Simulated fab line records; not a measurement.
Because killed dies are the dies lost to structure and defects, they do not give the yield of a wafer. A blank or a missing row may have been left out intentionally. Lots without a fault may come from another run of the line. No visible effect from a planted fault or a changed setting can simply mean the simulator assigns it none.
Lot-split experiment :: flow n5 finfet :: 39 wafers read from 7 lots, route of 1938 steps

== THE SPLIT ITSELF ==
At N5_SD_EPI_N_DESCUM_14 (chemistry O2, time 7.9 s), the setting time s was moved away from the recipe's 7.9 s on 12 of the 39 wafers read, by -55.2% to +56.7%. The other wafers ran this setting at the recipe's value.

No step appears in the file between the split and the reading.

== THE READING ==
CAR-ArF-block_of_SD_EPI_N_COAT_03.thk nm (the simulator's own value, which no gauge read), in nm, at N5_SD_EPI_N_ETCH_34 (etches SiARC in CF4, target depth 45.5 nm, time 75.8 s). There is no usual value for it anywhere in the file. The 27 wafers here that ran the recipe average 111.1 nm, standard deviation 0.36 nm.

wafer: L079.1
tool, chamber at the split: rie diel-05, 3
time s as run, s: 7.9
against the recipe: recipe
CAR-ArF-block_of_SD_EPI_N_COAT_03.thk nm, nm: 111.4
against lot-mates on the recipe: -

wafer: L079.2
tool, chamber at the split: rie diel-05, 1
time s as run, s: 7.9
against the recipe: recipe
CAR-ArF-block_of_SD_EPI_N_COAT_03.thk nm, nm: 112
against lot-mates on the recipe: -

wafer: L079.3
tool, chamber at the split: rie diel-05, 1
time s as run, s: 7.9
against the recipe: recipe
CAR-ArF-block_of_SD_EPI_N_COAT_03.thk nm, nm: 111.8
against lot-mates on the recipe: -

wafer: L079.4
tool, chamber at the split: rie diel-05, 3
time s as run, s: 3.999
against the recipe: -49.4%
CAR-ArF-block_of_SD_EPI_N_COAT_03.thk nm, nm: 114
against lot-mates on the recipe: +2.3

wafer: L079.5
tool, chamber at the split: rie diel-05, 1
time s as run, s: 3.999
against the recipe: -49.4%
CAR-ArF-block_of_SD_EPI_N_COAT_03.thk nm, nm: 113.8
against lot-mates on the recipe: +2.1

wafer: L079.6
tool, chamber at the split: rie diel-05, 3
time s as run, s: 3.999
against the recipe: -49.4%
CAR-ArF-block_of_SD_EPI_N_COAT_03.thk nm, nm: 114.2
against lot-mates on the recipe: +2.5

wafer: L080.1
tool, chamber at the split: rie diel-05, 2,3,0,0
time s as run, s: 7.9
against the recipe: recipe
CAR-ArF-block_of_SD_EPI_N_COAT_03.thk nm, nm: 111
against lot-mates on the recipe: -

wafer: L080.3
tool, chamber at the split: rie diel-05, 2,3,0,0
time s as run, s: 7.9
against the recipe: recipe
CAR-ArF-block_of_SD_EPI_N_COAT_03.thk nm, nm: 111
against lot-mates on the recipe: -

wafer: L080.5
tool, chamber at the split: rie diel-05, 2,3,0,0
time s as run, s: 7.9
against the recipe: recipe
CAR-ArF-block_of_SD_EPI_N_COAT_03.thk nm, nm: 111
against lot-mates on the recipe: -

wafer: L080.2
tool, chamber at the split: rie diel-05, 2,3,0,0
time s as run, s: 7.9
against the recipe: recipe
CAR-ArF-block_of_SD_EPI_N_COAT_03.thk nm, nm: 111.2
against lot-mates on the recipe: -

wafer: L080.4
tool, chamber at the split: rie diel-05, 1
time s as run, s: 7.9
against the recipe: recipe
CAR-ArF-block_of_SD_EPI_N_COAT_03.thk nm, nm: 111.2
against lot-mates on the recipe: -

wafer: L080.6
tool, chamber at the split: rie diel-05, 1
time s as run, s: 7.9
against the recipe: recipe
CAR-ArF-block_of_SD_EPI_N_COAT_03.thk nm, nm: 110.8
against lot-mates on the recipe: -

wafer: L082.3
tool, chamber at the split: rie diel-01, 0,0,3
time s as run, s: 7.9
against the recipe: recipe
CAR-ArF-block_of_SD_EPI_N_COAT_03.thk nm, nm: 110.8
against lot-mates on the recipe: -

wafer: L082.5
tool, chamber at the split: rie diel-01, 0,0,3
time s as run, s: 7.9
against the recipe: recipe
CAR-ArF-block_of_SD_EPI_N_COAT_03.thk nm, nm: 110.8
against lot-mates on the recipe: -

wafer: L082.4
tool, chamber at the split: rie diel-01, 0,0,3
time s as run, s: 7.9
against the recipe: recipe
CAR-ArF-block_of_SD_EPI_N_COAT_03.thk nm, nm: 111
against lot-mates on the recipe: -

wafer: L083.1
tool, chamber at the split: rie diel-01, 2,0
time s as run, s: 7.9
against the recipe: recipe
CAR-ArF-block_of_SD_EPI_N_COAT_03.thk nm, nm: 111
against lot-mates on the recipe: -

wafer: L083.4
tool, chamber at the split: rie diel-01, 3,2
time s as run, s: 7.9
against the recipe: recipe
CAR-ArF-block_of_SD_EPI_N_COAT_03.thk nm, nm: 111
against lot-mates on the recipe: -

wafer: L083.2
tool, chamber at the split: rie diel-01, 3
time s as run, s: 7.9
against the recipe: recipe
CAR-ArF-block_of_SD_EPI_N_COAT_03.thk nm, nm: 110.8
against lot-mates on the recipe: -

wafer: L083.3
tool, chamber at the split: rie diel-01, 0
time s as run, s: 7.9
against the recipe: recipe
CAR-ArF-block_of_SD_EPI_N_COAT_03.thk nm, nm: 110.6
against lot-mates on the recipe: -

wafer: L083.5
tool, chamber at the split: rie diel-01, 3,2
time s as run, s: 7.9
against the recipe: recipe
CAR-ArF-block_of_SD_EPI_N_COAT_03.thk nm, nm: 111.2
against lot-mates on the recipe: -

wafer: L083.6
tool, chamber at the split: rie diel-01, 2,0
time s as run, s: 7.9
against the recipe: recipe
CAR-ArF-block_of_SD_EPI_N_COAT_03.thk nm, nm: 111.2
against lot-mates on the recipe: -

wafer: L087.1
tool, chamber at the split: rie diel-01, 0
time s as run, s: 7.9
against the recipe: recipe
CAR-ArF-block_of_SD_EPI_N_COAT_03.thk nm, nm: 111.2
against lot-mates on the recipe: -

wafer: L087.2
tool, chamber at the split: rie diel-01, 3
time s as run, s: 3.536
against the recipe: -55.2%
CAR-ArF-block_of_SD_EPI_N_COAT_03.thk nm, nm: 114.4
against lot-mates on the recipe: +3.3

wafer: L087.3
tool, chamber at the split: rie diel-01, 1
time s as run, s: 7.9
against the recipe: recipe
CAR-ArF-block_of_SD_EPI_N_COAT_03.thk nm, nm: 110.8
against lot-mates on the recipe: -

wafer: L087.4
tool, chamber at the split: rie diel-01, 2
time s as run, s: 3.536
against the recipe: -55.2%
CAR-ArF-block_of_SD_EPI_N_COAT_03.thk nm, nm: 113.8
against lot-mates on the recipe: +2.7

wafer: L087.5
tool, chamber at the split: rie diel-01, 2
time s as run, s: 3.536
against the recipe: -55.2%
CAR-ArF-block_of_SD_EPI_N_COAT_03.thk nm, nm: 114
against lot-mates on the recipe: +2.9

wafer: L087.6
tool, chamber at the split: rie diel-01, 3
time s as run, s: 7.9
against the recipe: recipe
CAR-ArF-block_of_SD_EPI_N_COAT_03.thk nm, nm: 111.4
against lot-mates on the recipe: -

wafer: L090.1
tool, chamber at the split: rie diel-05, 2
time s as run, s: 12.38
against the recipe: +56.7%
CAR-ArF-block_of_SD_EPI_N_COAT_03.thk nm, nm: 108.4
against lot-mates on the recipe: -2.9

wafer: L090.2
tool, chamber at the split: rie diel-05, 0
time s as run, s: 12.38
against the recipe: +56.7%
CAR-ArF-block_of_SD_EPI_N_COAT_03.thk nm, nm: 108.8
against lot-mates on the recipe: -2.5

wafer: L090.3
tool, chamber at the split: rie diel-05, 3,1
time s as run, s: 7.9
against the recipe: recipe
CAR-ArF-block_of_SD_EPI_N_COAT_03.thk nm, nm: 111.2
against lot-mates on the recipe: -

wafer: L090.4
tool, chamber at the split: rie diel-05, 3,1
time s as run, s: 7.9
against the recipe: recipe
CAR-ArF-block_of_SD_EPI_N_COAT_03.thk nm, nm: 111.2
against lot-mates on the recipe: -

wafer: L090.5
tool, chamber at the split: rie diel-05, 2
time s as run, s: 7.9
against the recipe: recipe
CAR-ArF-block_of_SD_EPI_N_COAT_03.thk nm, nm: 111.6
against lot-mates on the recipe: -

wafer: L090.6
tool, chamber at the split: rie diel-05, 1
time s as run, s: 12.38
against the recipe: +56.7%
CAR-ArF-block_of_SD_EPI_N_COAT_03.thk nm, nm: 109
against lot-mates on the recipe: -2.3

wafer: L092.1
tool, chamber at the split: rie diel-01, 0,2,0
time s as run, s: 6.575
against the recipe: -16.8%
CAR-ArF-block_of_SD_EPI_N_COAT_03.thk nm, nm: 111.4
against lot-mates on the recipe: +0.9

wafer: L092.2
tool, chamber at the split: rie diel-01, 0,2,0
time s as run, s: 6.575
against the recipe: -16.8%
CAR-ArF-block_of_SD_EPI_N_COAT_03.thk nm, nm: 111.4
against lot-mates on the recipe: +0.9

wafer: L092.3
tool, chamber at the split: rie diel-01, 1
time s as run, s: 7.9
against the recipe: recipe
CAR-ArF-block_of_SD_EPI_N_COAT_03.thk nm, nm: 110.4
against lot-mates on the recipe: -

wafer: L092.4
tool, chamber at the split: rie diel-01, 3
time s as run, s: 7.9
against the recipe: recipe
CAR-ArF-block_of_SD_EPI_N_COAT_03.thk nm, nm: 110.6
against lot-mates on the recipe: -

wafer: L092.5
tool, chamber at the split: rie diel-01, 3
time s as run, s: 7.9
against the recipe: recipe
CAR-ArF-block_of_SD_EPI_N_COAT_03.thk nm, nm: 110.6
against lot-mates on the recipe: -

wafer: L092.6
tool, chamber at the split: rie diel-01, 0,2,0
time s as run, s: 6.575
against the recipe: -16.8%
CAR-ArF-block_of_SD_EPI_N_COAT_03.thk nm, nm: 111.6
against lot-mates on the recipe: +1.1
Rows listing several chambers each stand for several wafers; the file does not say which wafer went through which chamber.

THE FIT
A straight line over all 39 wafers: CAR-ArF-block_of_SD_EPI_N_COAT_03.thk nm changes by -0.0496 nm for each +1% of time s; r = -0.96; the points scatter about the line by 0.4 nm.
The same after taking each lot's own level away (the mean of its wafers on the recipe; 39 wafers): -0.0484 nm for each +1%; r = -0.99; scatter 0.22 nm.
According to that fit, moving time s by its largest amount changes the reading by 2.7 nm.
The lots' own levels span 110.53 to 111.73 nm, that is 3.3 times the standard deviation above.
So the lot-to-lot level changes the slope little: the two slopes agree.
Check: -2.67 nm against its lot-mates is what the line predicts for one of the wafers moved furthest among these (+56.7%) when that wafer is left out of the fit. It came out at -2.93 nm against them.

== THE WHOLE CHAIN: every reading that the file lists as answering this split, in the file's order ==
step: N5_SD_EPI_N_DESCUM_14
what it does: chemistry O2, time 7.9 s
reading: CAR-ArF-block_of_SD_EPI_N_COAT_03.thk nm (the simulator's own value, which no gauge read)
change (the file's fit): -0.0477 nm for each +1% of the setting
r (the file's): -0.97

step: N5_SD_EPI_N_ETCH_34
what it does: etches SiARC in CF4, target depth 45.5 nm, time 75.8 s
reading: CAR-ArF-block_of_SD_EPI_N_COAT_03.thk nm (the simulator's own value, which no gauge read)
change (the file's fit): -0.0486 nm for each +1% of the setting
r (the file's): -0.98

== THE FILE'S OWN FIT ==
CAR-ArF-block_of_SD_EPI_N_COAT_03.thk nm changes by -0.0486 nm for each +1% of time s, r = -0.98.
